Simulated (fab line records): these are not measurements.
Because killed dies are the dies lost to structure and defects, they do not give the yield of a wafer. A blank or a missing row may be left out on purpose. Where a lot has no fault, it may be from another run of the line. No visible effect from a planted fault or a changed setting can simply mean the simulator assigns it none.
Which tool did it? || flow n5-finfet || 11 lots with 33 wafers sampled at 5 steps, on a route of 1938 steps

WHAT THE GAUGES SHOWED, per wafer
The record holds no reading of a measuring or inspecting step that can be judged against a usual standard deviation.

TOOL THAT RAN EACH LOT (tool first, then ch and the chambers of the sampled wafers, then the start)
{"lot": "L393", "N5_HKMG_FIN_PWFM_ALD_03": "ald-metal-02 ch 1,2, day 4 10:33", "N5_HKMG_FIN_ETCH_31": "rie-diel-05 ch 2,3, day 4 11:23", "N5_HKMG_FIN_ALD_91": "ald-metal-01 ch 0,2,3, day 4 12:20", "N5_HKMG_FIN_ETCHBACK_68": "rie-metal-02 ch 0,1, day 4 13:58", "N5_PASSIVATION_PROBE_49": "-"}
{"lot": "L394", "N5_HKMG_FIN_PWFM_ALD_03": "ald-metal-02 ch 1,2, day 4 18:24", "N5_HKMG_FIN_ETCH_31": "rie-diel-04 ch 2,3, day 4 19:14", "N5_HKMG_FIN_ALD_91": "ald-metal-02 ch 0,1,3, day 4 20:11", "N5_HKMG_FIN_ETCHBACK_68": "rie-metal-02 ch 0,1, day 4 21:49", "N5_PASSIVATION_PROBE_49": "-"}
{"lot": "L395", "N5_HKMG_FIN_PWFM_ALD_03": "ald-metal-01 ch 0,1, day 5 00:48", "N5_HKMG_FIN_ETCH_31": "rie-diel-06 ch 1,2, day 5 01:46", "N5_HKMG_FIN_ALD_91": "ald-metal-02 ch 0,1,2, day 5 02:43", "N5_HKMG_FIN_ETCHBACK_68": "rie-metal-03 ch 0,1, day 5 04:23", "N5_PASSIVATION_PROBE_49": "-"}
{"lot": "L396", "N5_HKMG_FIN_PWFM_ALD_03": "ald-metal-01 ch 1,2,3, day 5 09:44", "N5_HKMG_FIN_ETCH_31": "rie-diel-06 ch 0,2,3, day 5 12:29", "N5_HKMG_FIN_ALD_91": "ald-metal-01 ch 1,2,3, day 5 13:26", "N5_HKMG_FIN_ETCHBACK_68": "rie-metal-02 ch 0,1, day 5 15:04", "N5_PASSIVATION_PROBE_49": "-"}
{"lot": "L397", "N5_HKMG_FIN_PWFM_ALD_03": "ald-metal-02 ch 1,3, day 5 14:24", "N5_HKMG_FIN_ETCH_31": "rie-diel-05 ch 1,2,3, day 5 15:14", "N5_HKMG_FIN_ALD_91": "ald-metal-04 ch 0,2, day 5 16:11", "N5_HKMG_FIN_ETCHBACK_68": "rie-metal-03 ch 0,1, day 5 17:57", "N5_PASSIVATION_PROBE_49": "prober-01, day 14 20:55"}
{"lot": "L399", "N5_HKMG_FIN_PWFM_ALD_03": "ald-metal-02 ch 0,1,3, day 5 20:50", "N5_HKMG_FIN_ETCH_31": "rie-diel-06 ch 0,1,2, day 5 21:56", "N5_HKMG_FIN_ALD_91": "ald-metal-02 ch 1,2,3, day 5 22:53", "N5_HKMG_FIN_ETCHBACK_68": "rie-metal-02 ch 0,1, day 6 00:31", "N5_PASSIVATION_PROBE_49": "prober-02, day 15 13:13"}
{"lot": "L398", "N5_HKMG_FIN_PWFM_ALD_03": "ald-metal-04 ch 0,2, day 5 23:20", "N5_HKMG_FIN_ETCH_31": "rie-diel-04 ch 0,2, day 6 00:18", "N5_HKMG_FIN_ALD_91": "ald-metal-04 ch 0,1,3, day 6 01:15", "N5_HKMG_FIN_ETCHBACK_68": "rie-metal-02 ch 0,1, day 6 02:56", "N5_PASSIVATION_PROBE_49": "prober-02, day 15 16:43"}
{"lot": "L401", "N5_HKMG_FIN_PWFM_ALD_03": "ald-metal-04 ch 0,1,2, day 6 13:14", "N5_HKMG_FIN_ETCH_31": "rie-diel-04 ch 1,2, day 6 14:12", "N5_HKMG_FIN_ALD_91": "ald-metal-02 ch 0,1,3, day 6 15:26", "N5_HKMG_FIN_ETCHBACK_68": "rie-metal-03 ch 0,1, day 6 17:08", "N5_PASSIVATION_PROBE_49": "-"}
{"lot": "L402", "N5_HKMG_FIN_PWFM_ALD_03": "ald-metal-02 ch 0,1, day 6 16:23", "N5_HKMG_FIN_ETCH_31": "rie-diel-06 ch 2,3, day 6 17:20", "N5_HKMG_FIN_ALD_91": "ald-metal-04 ch 0,2,3, day 6 18:20", "N5_HKMG_FIN_ETCHBACK_68": "rie-metal-02 ch 0,1, day 6 20:04", "N5_PASSIVATION_PROBE_49": "-"}
{"lot": "L404", "N5_HKMG_FIN_PWFM_ALD_03": "ald-metal-02 ch 1,2,3, day 7 02:49", "N5_HKMG_FIN_ETCH_31": "rie-diel-05 ch 0,1,2, day 7 03:47", "N5_HKMG_FIN_ALD_91": "ald-metal-02 ch 0,2,3, day 7 04:43", "N5_HKMG_FIN_ETCHBACK_68": "rie-metal-02 ch 0,1, day 7 06:23", "N5_PASSIVATION_PROBE_49": "-"}
{"lot": "L409", "N5_HKMG_FIN_PWFM_ALD_03": "ald-metal-04 ch 0,3, day 8 11:26", "N5_HKMG_FIN_ETCH_31": "rie-diel-05 ch 0,1, day 8 12:23", "N5_HKMG_FIN_ALD_91": "ald-metal-01 ch 0,1, day 8 13:20", "N5_HKMG_FIN_ETCHBACK_68": "rie-metal-01 ch 0,1, day 8 15:08", "N5_PASSIVATION_PROBE_49": "-"}
- N5_HKMG_FIN_PWFM_ALD_03: deposits TiN, target thk 2 nm, pulse time 1 s, purge time 3 s.
- N5_HKMG_FIN_ETCH_31: etches SiARC in CF4, target depth 45.5 nm, time 75.8 s.
- N5_HKMG_FIN_ALD_91: deposits TiN, target thk 1 nm, pulse time 1 s, purge time 3 s.
- N5_HKMG_FIN_ETCHBACK_68: etches the open film in Cl2/Ar, stops on HfO2, target depth 0.5 nm.
- N5_PASSIVATION_PROBE_49

WHAT THE TOOLS THEMSELVES READ (means of the sampled wafers that have a number; where no wafer has one, the mark that the record gives instead)
N5_HKMG_FIN_PWFM_ALD_03.
{"lot": "L393", "tool": "ald-metal-02", "heater-power-w (W)": 840, "precursor-pulse-height-rel": 1.012}
{"lot": "L394", "tool": "ald-metal-02", "heater-power-w (W)": 843, "precursor-pulse-height-rel": 1.006}
{"lot": "L395", "tool": "ald-metal-01", "heater-power-w (W)": 860, "precursor-pulse-height-rel": 0.997}
{"lot": "L396", "tool": "ald-metal-01", "heater-power-w (W)": 909, "precursor-pulse-height-rel": 0.978}
{"lot": "L397", "tool": "ald-metal-02", "heater-power-w (W)": 847, "precursor-pulse-height-rel": 1.003}
{"lot": "L399", "tool": "ald-metal-02", "heater-power-w (W)": 823, "precursor-pulse-height-rel": 0.988}
{"lot": "L398", "tool": "ald-metal-04", "heater-power-w (W)": 860, "precursor-pulse-height-rel": 1.013}
{"lot": "L401", "tool": "ald-metal-04", "heater-power-w (W)": 828, "precursor-pulse-height-rel": 1.008}
{"lot": "L402", "tool": "ald-metal-02", "heater-power-w (W)": 860, "precursor-pulse-height-rel": 0.995}
{"lot": "L404", "tool": "ald-metal-02", "heater-power-w (W)": 822, "precursor-pulse-height-rel": 0.992}
{"lot": "L409", "tool": "ald-metal-04", "heater-power-w (W)": 901, "precursor-pulse-height-rel": 1.009}

N5_HKMG_FIN_ETCH_31.
{"lot": "L393", "tool": "rie-diel-05", "drypump-motor-current-A (A)": 6.00, "etch-rf-on-time-s (s)": 75.4, "oes-product-au (a.u.)": 0.66, "rf-fwd-power-W (W)": 539.8, "rf-vpp-V (V)": 184.2, "showerhead-plenum-p-Torr (Torr)": 2.15, "throttle-valve-pct (%)": 15.80}
{"lot": "L394", "tool": "rie-diel-04", "drypump-motor-current-A (A)": 5.84, "etch-rf-on-time-s (s)": 74.3, "oes-product-au (a.u.)": 0.74, "rf-fwd-power-W (W)": 541.1, "rf-vpp-V (V)": 184.8, "showerhead-plenum-p-Torr (Torr)": 2.20, "throttle-valve-pct (%)": 15.64}
{"lot": "L395", "tool": "rie-diel-06", "drypump-motor-current-A (A)": 5.66, "etch-rf-on-time-s (s)": 74.3, "oes-product-au (a.u.)": 0.77, "rf-fwd-power-W (W)": 533.0, "rf-vpp-V (V)": 183.8, "showerhead-plenum-p-Torr (Torr)": 2.17, "throttle-valve-pct (%)": 15.30}
{"lot": "L396", "tool": "rie-diel-06", "drypump-motor-current-A (A)": 5.53, "etch-rf-on-time-s (s)": 74.9, "oes-product-au (a.u.)": 0.72, "rf-fwd-power-W (W)": 534.6, "rf-vpp-V (V)": 185.3, "showerhead-plenum-p-Torr (Torr)": 2.25, "throttle-valve-pct (%)": 15.43}
{"lot": "L397", "tool": "rie-diel-05", "drypump-motor-current-A (A)": 5.94, "etch-rf-on-time-s (s)": 76.6, "oes-product-au (a.u.)": 0.64, "rf-fwd-power-W (W)": 540.1, "rf-vpp-V (V)": 183.9, "showerhead-plenum-p-Torr (Torr)": 2.16, "throttle-valve-pct (%)": 15.69}
{"lot": "L399", "tool": "rie-diel-06", "drypump-motor-current-A (A)": 5.64, "etch-rf-on-time-s (s)": 74.6, "oes-product-au (a.u.)": 0.76, "rf-fwd-power-W (W)": 536.9, "rf-vpp-V (V)": 185.2, "showerhead-plenum-p-Torr (Torr)": 2.22, "throttle-valve-pct (%)": 15.38}
{"lot": "L398", "tool": "rie-diel-04", "drypump-motor-current-A (A)": 5.44, "etch-rf-on-time-s (s)": 77.1, "oes-product-au (a.u.)": 0.59, "rf-fwd-power-W (W)": 540.4, "rf-vpp-V (V)": 183.7, "showerhead-plenum-p-Torr (Torr)": 2.10, "throttle-valve-pct (%)": 15.73}
{"lot": "L401", "tool": "rie-diel-04", "drypump-motor-current-A (A)": 5.64, "etch-rf-on-time-s (s)": 76.5, "oes-product-au (a.u.)": 0.59, "rf-fwd-power-W (W)": 542.0, "rf-vpp-V (V)": 183.5, "showerhead-plenum-p-Torr (Torr)": 2.08, "throttle-valve-pct (%)": 15.97}
{"lot": "L402", "tool": "rie-diel-06", "drypump-motor-current-A (A)": 5.45, "etch-rf-on-time-s (s)": 73.5, "oes-product-au (a.u.)": 0.66, "rf-fwd-power-W (W)": 534.6, "rf-vpp-V (V)": 184.8, "showerhead-plenum-p-Torr (Torr)": 2.23, "throttle-valve-pct (%)": 15.42}
{"lot": "L404", "tool": "rie-diel-05", "drypump-motor-current-A (A)": 5.82, "etch-rf-on-time-s (s)": 75.8, "oes-product-au (a.u.)": 0.74, "rf-fwd-power-W (W)": 538.7, "rf-vpp-V (V)": 185.8, "showerhead-plenum-p-Torr (Torr)": 2.17, "throttle-valve-pct (%)": 15.35}
{"lot": "L409", "tool": "rie-diel-05", "drypump-motor-current-A (A)": 5.73, "etch-rf-on-time-s (s)": 76.6, "oes-product-au (a.u.)": 0.75, "rf-fwd-power-W (W)": 540.5, "rf-vpp-V (V)": 183.8, "showerhead-plenum-p-Torr (Torr)": 2.18, "throttle-valve-pct (%)": 15.17}

N5_HKMG_FIN_ALD_91.
{"lot": "L393", "tool": "ald-metal-01", "heater-power-w (W)": 957, "precursor-pulse-height-rel": 1.029}
{"lot": "L394", "tool": "ald-metal-02", "heater-power-w (W)": 851, "precursor-pulse-height-rel": 1.018}
{"lot": "L395", "tool": "ald-metal-02", "heater-power-w (W)": 828, "precursor-pulse-height-rel": 0.998}
{"lot": "L396", "tool": "ald-metal-01", "heater-power-w (W)": 904, "precursor-pulse-height-rel": 0.998}
{"lot": "L397", "tool": "ald-metal-04", "heater-power-w (W)": 849, "precursor-pulse-height-rel": 0.997}
{"lot": "L399", "tool": "ald-metal-02", "heater-power-w (W)": 821, "precursor-pulse-height-rel": 1.004}
{"lot": "L398", "tool": "ald-metal-04", "heater-power-w (W)": 861, "precursor-pulse-height-rel": 1.000}
{"lot": "L401", "tool": "ald-metal-02", "heater-power-w (W)": 839, "precursor-pulse-height-rel": 1.011}
{"lot": "L402", "tool": "ald-metal-04", "heater-power-w (W)": 892, "precursor-pulse-height-rel": 1.008}
{"lot": "L404", "tool": "ald-metal-02", "heater-power-w (W)": 813, "precursor-pulse-height-rel": 1.012}
{"lot": "L409", "tool": "ald-metal-01", "heater-power-w (W)": 848, "precursor-pulse-height-rel": 0.994}

N5_HKMG_FIN_ETCHBACK_68.
{"lot": "L393", "tool": "rie-metal-02", "drypump-motor-current-A (A)": 5.6, "oes-product-au (a.u.)": 0.84, "rf-fwd-power-W (W)": 596.8, "throttle-valve-pct (%)": 20.61}
{"lot": "L394", "tool": "rie-metal-02", "drypump-motor-current-A (A)": 5.6, "oes-product-au (a.u.)": 0.78, "rf-fwd-power-W (W)": 594.5, "throttle-valve-pct (%)": 20.67}
{"lot": "L395", "tool": "rie-metal-03", "drypump-motor-current-A (A)": 6.1, "oes-product-au (a.u.)": 0.87, "rf-fwd-power-W (W)": 593.9, "throttle-valve-pct (%)": 20.76}
{"lot": "L396", "tool": "rie-metal-02", "drypump-motor-current-A (A)": 5.5, "oes-product-au (a.u.)": 0.85, "rf-fwd-power-W (W)": 595.0, "throttle-valve-pct (%)": 20.72}
{"lot": "L397", "tool": "rie-metal-03", "drypump-motor-current-A (A)": 5.8, "oes-product-au (a.u.)": 0.89, "rf-fwd-power-W (W)": 597.5, "throttle-valve-pct (%)": 20.68}
{"lot": "L399", "tool": "rie-metal-02", "drypump-motor-current-A (A)": 5.6, "oes-product-au (a.u.)": 0.81, "rf-fwd-power-W (W)": 595.8, "throttle-valve-pct (%)": 20.62}
{"lot": "L398", "tool": "rie-metal-02", "drypump-motor-current-A (A)": 5.5, "oes-product-au (a.u.)": 0.84, "rf-fwd-power-W (W)": 594.6, "throttle-valve-pct (%)": 20.72}
{"lot": "L401", "tool": "rie-metal-03", "drypump-motor-current-A (A)": 5.8, "oes-product-au (a.u.)": 0.88, "rf-fwd-power-W (W)": 597.2, "throttle-valve-pct (%)": 20.69}
{"lot": "L402", "tool": "rie-metal-02", "drypump-motor-current-A (A)": 5.6, "oes-product-au (a.u.)": 0.80, "rf-fwd-power-W (W)": 593.9, "throttle-valve-pct (%)": 20.62}
{"lot": "L404", "tool": "rie-metal-02", "drypump-motor-current-A (A)": 5.5, "oes-product-au (a.u.)": 0.83, "rf-fwd-power-W (W)": 595.5, "throttle-valve-pct (%)": 20.73}
{"lot": "L409", "tool": "rie-metal-01", "drypump-motor-current-A (A)": 5.7, "oes-product-au (a.u.)": 0.62, "rf-fwd-power-W (W)": 597.1, "throttle-valve-pct (%)": 20.98}

N5_PASSIVATION_PROBE_49.
{"lot": "L397", "tool": "prober-01", "killed_at_M0_to_M3": 38, "killed_at_M4_up": 13, "killed-at-contacts": 9, "killed-at-front-end": 29, "killed-at-other": 3.0, "killed-dies": 92, "killed-open": 55, "killed-short": 36}
{"lot": "L399", "tool": "prober-02", "killed_at_M0_to_M3": 47, "killed_at_M4_up": 14, "killed-at-contacts": 10, "killed-at-front-end": 44, "killed-at-other": 1.7, "killed-dies": 116, "killed-open": 79, "killed-short": 33}
{"lot": "L398", "tool": "prober-02", "killed_at_M0_to_M3": 37, "killed_at_M4_up": 14, "killed-at-contacts": 15, "killed-at-front-end": 39, "killed-at-other": 3.0, "killed-dies": 107, "killed-open": 70, "killed-short": 34}

THE ANSWER, worked out from the rows above alone
Rule: what is usual is taken from the lots themselves. Put in order of their means at a reading, lots are off if they are a third of the lots or fewer, leave a main group of 4 or more, and stand apart from it by a gap of 3 or more times the standard deviation of the main group's means; of several such gaps the widest counts. The tables above print the reading to a certain number of digits; a main group whose means all agree to those digits is not used. A lot without any number at a reading at which 4 lots or more have one is off too. All remaining lots with rows at the step are treated as sound. The gauges are gone through in route order, then the tools' own readings, and for those a lot's mean is taken as printed above. At the first step where some lot is off, the reading lying furthest off is the one used; lots without a number count as furthest.
Off at N5_HKMG_FIN_ETCHBACK_68 (oes-product-au): L409. Main group: mean 0.84 a.u., sd 0.034.
If a tool, at that step or one of the process steps before it, ran each lot that is off and ran no sound lot following the first of them, it fits. Can't be told from this: 4 tools fit, ald-metal-04 at N5_HKMG_FIN_PWFM_ALD_03, rie-diel-05 at N5_HKMG_FIN_ETCH_31, ald-metal-01 at N5_HKMG_FIN_ALD_91, rie-metal-01 at N5_HKMG_FIN_ETCHBACK_68.

WHAT THE SIMULATOR HAD PUT IN
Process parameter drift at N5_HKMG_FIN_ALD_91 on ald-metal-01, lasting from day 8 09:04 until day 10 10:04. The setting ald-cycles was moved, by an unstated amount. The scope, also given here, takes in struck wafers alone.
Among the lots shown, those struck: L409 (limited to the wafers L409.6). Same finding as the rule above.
